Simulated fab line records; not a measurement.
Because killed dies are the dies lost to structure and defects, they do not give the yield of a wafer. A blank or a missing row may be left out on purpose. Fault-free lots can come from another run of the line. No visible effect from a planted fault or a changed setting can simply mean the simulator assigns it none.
A struck lot beside a sound one ; flow n5Finfet ; 14 out of 1938 route steps
Sound: wafers L349.3, L349.4, L349.6. Struck: wafers L357.1, L357.4, L357.6. The cause comes at the end.
Per side, at each step with rows, come the tool, then ch with its chambers, and then its first start. Under that, the readings that differ: sound wafers ; struck wafers ; difference of the means ; sigmas: that difference in standard deviations of wafers without a fault.
alike: same words and numbers on both sides, and readings whose means sit less than 2 such deviations apart. not compared: any withheld reading, any reading some wafer has no value for, any bound like >300 that may hide the same value, and any number with overlapping values for which the record gives no deviation.
A row with sigmas, a row that says differs or no value, or rows on one side alone: a step with any of these is where the two part. Numbers that don't overlap but have no deviation are shown without sigmas and don't part them. A reading that every wafer of one side lacks parts them only if that side has two wafers or more.

N5_MOL_CONTACT_COAG_STRIP_96: strips in N2/H2.
  sound on rieDiel-01 ch 0,1, day 7 06:25; struck on rieDiel-01 ch 0,1,3, day 9 08:10
  alike: biasPowerW, drypumpMotorCurrentA, oesProductAu, rfVppV, showerheadPlenumPTorr, tempC, throttleValvePct
  not compared: rfHoursCounterH
N5_MOL_CONTACT_COAG_ETCH_47: etches SiNx in CH3F/O2, stops on W, target depth 27 nm.
  sound on rieDiel-01 ch 0,1, day 7 06:27; struck on rieDiel-01 ch 0,1,3, day 9 08:12
  alike: biasW, drypumpMotorCurrentA, etchRfOnTimeS, oesProductAu, rfVppV, showerheadPlenumPTorr, throttleValvePct
  not compared: rfHoursCounterH
N5_MOL_CONTACT_COAG_STRIP_119: strips in N2/H2, time 30 s.
  sound on plasmaAsher-02 ch 0,1, day 7 06:33; struck on plasmaAsher-02 ch 0, day 9 08:17
  alike: drypumpMotorCurrentA, heaterPowerW, tempC
  not compared: rfHoursCounterH
then, 2 steps without rows for these wafers: N5_MOL_CONTACT_COAG_PRECLEAN_144 (cleans in alkaline clean, time 60 s); N5_MOL_CONTACT_COAG_SRD_145 (time 30 s).
N5_MOL_CONTACT_COAG_CD_MEAS_137 targets a cd of 16 nm.
  struck on cdSem-01, day 9 08:26; sound on cdSem-01, day 7 06:41
  alike: cdNm
then, 6 steps without rows for these wafers: N5_MOL_CONTACT_COAG_COAT_62 (time 60 s, resist thk 60 nm); N5_MOL_CONTACT_COAG_COAT_63 (time 60 s, resist thk 10 nm); N5_MOL_CONTACT_COAG_COAT_64 (time 60 s, resist thk 10 nm); N5_MOL_CONTACT_COAG_COAT_34 (resist thk 40 nm); N5_MOL_CONTACT_COAG_EBR_36; N5_MOL_CONTACT_COAG_SOFTBAKE_35 (time 60 s).
N5_MOL_CONTACT_COAG_EXPOSE_37: exposes mask VD, defocus 0 nm.
  sound on euvScanner-01 ch 0, day 7 06:54; struck on euvScanner-02, day 9 08:44
  no value came back on the struck wafers for exposureDoseMJCm2, focusOffsetNm (nm); on the sound wafers exposureDoseMJCm2 reads 61.83 61.95 61.92
  alike: mask
then, 1 step without rows for these wafers: N5_MOL_CONTACT_COAG_PEB_38 (peb time 60 s).

== WHERE THEY PART ==
Only at N5_MOL_CONTACT_COAG_EXPOSE_37, within this record.

WHY: what the simulator had put in
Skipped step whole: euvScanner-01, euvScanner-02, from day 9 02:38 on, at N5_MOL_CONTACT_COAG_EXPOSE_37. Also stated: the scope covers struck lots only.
